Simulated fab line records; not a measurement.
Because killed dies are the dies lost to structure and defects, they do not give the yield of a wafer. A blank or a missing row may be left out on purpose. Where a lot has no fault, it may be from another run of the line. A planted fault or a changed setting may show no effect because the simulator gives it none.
Split-lot study || flow n5 finfet || on a route of 1938 steps: 7 lots, 21 wafers read

SPLIT DETAILS
At N5_BEOL_M5_COAT_71 (time 60 s, resist thk 5 nm), the setting spin rpm was moved away from the recipe's 1500 rpm on 8 of the 21 wafers read, by -11.1% to +3.3%. The other wafers ran this setting at the recipe's value.

FROM THE SPLIT TO THE READING: what the file shows between them, 3 steps
- N5_BEOL_M5_COAT_05: resist thk 30 nm
- N5_BEOL_M5_EBR_07
- N5_BEOL_M5_DESCUM_16: chemistry O2, time 7 s

THE READING
etch.depth nm (the simulator's own value, which no gauge read), in nm, at N5_BEOL_M5_ETCH_72 (etches underlayer in N2/H2, target depth 6.5 nm, time 5.2 s). The file gives no usual value for it. Average 5.002 nm, standard deviation 0.014 nm, over the 13 wafers here run with the recipe.

{"wafer": "L075.2", "tool, chamber at the split": "litho track-01, 0", "spin rpm as run, rpm": 1500, "against the recipe": "recipe", "etch.depth nm, nm": 4.997, "against lot-mates on the recipe": "-"}
{"wafer": "L075.4", "tool, chamber at the split": "litho track-01, 0", "spin rpm as run, rpm": 1441, "against the recipe": "-3.9%", "etch.depth nm, nm": 5.107, "against lot-mates on the recipe": "+0.112"}
{"wafer": "L075.6", "tool, chamber at the split": "litho track-01, 0", "spin rpm as run, rpm": 1500, "against the recipe": "recipe", "etch.depth nm, nm": 4.994, "against lot-mates on the recipe": "-"}
{"wafer": "L074.3", "tool, chamber at the split": "litho track-02, 0", "spin rpm as run, rpm": 1361, "against the recipe": "-9.3%", "etch.depth nm, nm": 5.277, "against lot-mates on the recipe": "+0.256"}
{"wafer": "L074.5", "tool, chamber at the split": "litho track-02, 0", "spin rpm as run, rpm": 1500, "against the recipe": "recipe", "etch.depth nm, nm": 5.022, "against lot-mates on the recipe": "-"}
{"wafer": "L074.6", "tool, chamber at the split": "litho track-02, 0", "spin rpm as run, rpm": 1500, "against the recipe": "recipe", "etch.depth nm, nm": 5.021, "against lot-mates on the recipe": "-"}
{"wafer": "L077.2", "tool, chamber at the split": "litho track-03, 0", "spin rpm as run, rpm": 1500, "against the recipe": "recipe", "etch.depth nm, nm": 5.009, "against lot-mates on the recipe": "-"}
{"wafer": "L077.3", "tool, chamber at the split": "litho track-03, 0", "spin rpm as run, rpm": 1402, "against the recipe": "-6.5%", "etch.depth nm, nm": 5.169, "against lot-mates on the recipe": "+0.160"}
{"wafer": "L077.4", "tool, chamber at the split": "litho track-03, 0", "spin rpm as run, rpm": 1402, "against the recipe": "-6.5%", "etch.depth nm, nm": 5.164, "against lot-mates on the recipe": "+0.155"}
{"wafer": "L079.1", "tool, chamber at the split": "litho track-01, 0", "spin rpm as run, rpm": 1550, "against the recipe": "+3.3%", "etch.depth nm, nm": 4.904, "against lot-mates on the recipe": -0.075}
{"wafer": "L079.2", "tool, chamber at the split": "litho track-01, 0", "spin rpm as run, rpm": 1500, "against the recipe": "recipe", "etch.depth nm, nm": 4.979, "against lot-mates on the recipe": "-"}
{"wafer": "L079.6", "tool, chamber at the split": "litho track-01, 0", "spin rpm as run, rpm": 1550, "against the recipe": "+3.3%", "etch.depth nm, nm": 4.907, "against lot-mates on the recipe": -0.072}
{"wafer": "L085.2", "tool, chamber at the split": "litho track-03, 0", "spin rpm as run, rpm": 1500, "against the recipe": "recipe", "etch.depth nm, nm": 4.99, "against lot-mates on the recipe": "-"}
{"wafer": "L085.5", "tool, chamber at the split": "litho track-03, 0", "spin rpm as run, rpm": 1500, "against the recipe": "recipe", "etch.depth nm, nm": 5.009, "against lot-mates on the recipe": "-"}
{"wafer": "L085.6", "tool, chamber at the split": "litho track-03, 0", "spin rpm as run, rpm": 1500, "against the recipe": "recipe", "etch.depth nm, nm": 4.986, "against lot-mates on the recipe": "-"}
{"wafer": "L089.1", "tool, chamber at the split": "litho track-01, 0", "spin rpm as run, rpm": 1500, "against the recipe": "recipe", "etch.depth nm, nm": 4.996, "against lot-mates on the recipe": "-"}
{"wafer": "L089.3", "tool, chamber at the split": "litho track-01, 0", "spin rpm as run, rpm": 1500, "against the recipe": "recipe", "etch.depth nm, nm": 4.988, "against lot-mates on the recipe": "-"}
{"wafer": "L089.6", "tool, chamber at the split": "litho track-01, 0", "spin rpm as run, rpm": 1435, "against the recipe": "-4.3%", "etch.depth nm, nm": 5.102, "against lot-mates on the recipe": "+0.110"}
{"wafer": "L097.1", "tool, chamber at the split": "litho track-01, 0", "spin rpm as run, rpm": 1334, "against the recipe": "-11.1%", "etch.depth nm, nm": 5.316, "against lot-mates on the recipe": "+0.301"}
{"wafer": "L097.2", "tool, chamber at the split": "litho track-01, 0", "spin rpm as run, rpm": 1500, "against the recipe": "recipe", "etch.depth nm, nm": 5.015, "against lot-mates on the recipe": "-"}
{"wafer": "L097.4", "tool, chamber at the split": "litho track-01, 0", "spin rpm as run, rpm": 1500, "against the recipe": "recipe", "etch.depth nm, nm": 5.016, "against lot-mates on the recipe": "-"}

FIT RESULTS
A straight line over all 21 wafers: etch.depth nm changes by -0.0278 nm for each +1% of spin rpm; r = -0.99; the points scatter about the line by 0.014 nm.
The same after taking each lot's own level away (the mean of its wafers on the recipe; 21 wafers): -0.026 nm for each +1%; r = -1.00; scatter 0.0086 nm.
That fit puts the effect of the largest move of spin rpm on the reading at 0.29 nm.
Measured against the standard deviation above, the lots' own levels, which go from 4.9790 to 5.0215 nm, span 3.1 times it.
Consequently the slope shifts little with the lot-to-lot level, the two slopes agreeing.
Check: +0.283 nm against its lot-mates is what the line predicts for one of the wafers moved furthest among these (-11.1%) when that wafer is left out of the fit. It came out at +0.301 nm against them.

OTHER SPLITS ON THESE WAFERS
Before the reading, these wafers also passed through other splits. Each is held against what the fit with the lots' levels taken away leaves over:
{"other split on the same wafers": "N5_BEOL_M2_TRENCH_ETCH_37 time s", "wafers away from the commonest value": 5, "r with etch.depth nm (lot level and that fit taken away)": "+0.16"}
{"other split on the same wafers": "N5_BEOL_M3_TRENCH_ETCH_37 source w", "wafers away from the commonest value": 7, "r with etch.depth nm (lot level and that fit taken away)": "+0.00"}
{"other split on the same wafers": "N5_BEOL_M3_SPUTTER_90 time s", "wafers away from the commonest value": 6, "r with etch.depth nm (lot level and that fit taken away)": -0.18}
{"other split on the same wafers": "N5_BEOL_M5_COAT_59 spin rpm", "wafers away from the commonest value": 4, "r with etch.depth nm (lot level and that fit taken away)": -0.11}

THE WHOLE CHAIN: every reading that the file lists as answering this split, in the file's order
{"step": "N5_BEOL_M5_ETCH_72", "what it does": "etches underlayer in N2/H2, target depth 6.5 nm, time 5.2 s", "reading": "etch rf on time s", "change (the file's fit)": "withheld for each +1% of the setting", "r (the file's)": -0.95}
{"step": "N5_BEOL_M5_ETCH_72", "what it does": "etches underlayer in N2/H2, target depth 6.5 nm, time 5.2 s", "reading": "etch.depth nm (the simulator's own value, which no gauge read)", "change (the file's fit)": "-0.0266 nm for each +1% of the setting", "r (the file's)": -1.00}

THE FILE'S OWN FIT
etch.depth nm changes by -0.0266 nm for each +1% of spin rpm, r = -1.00.
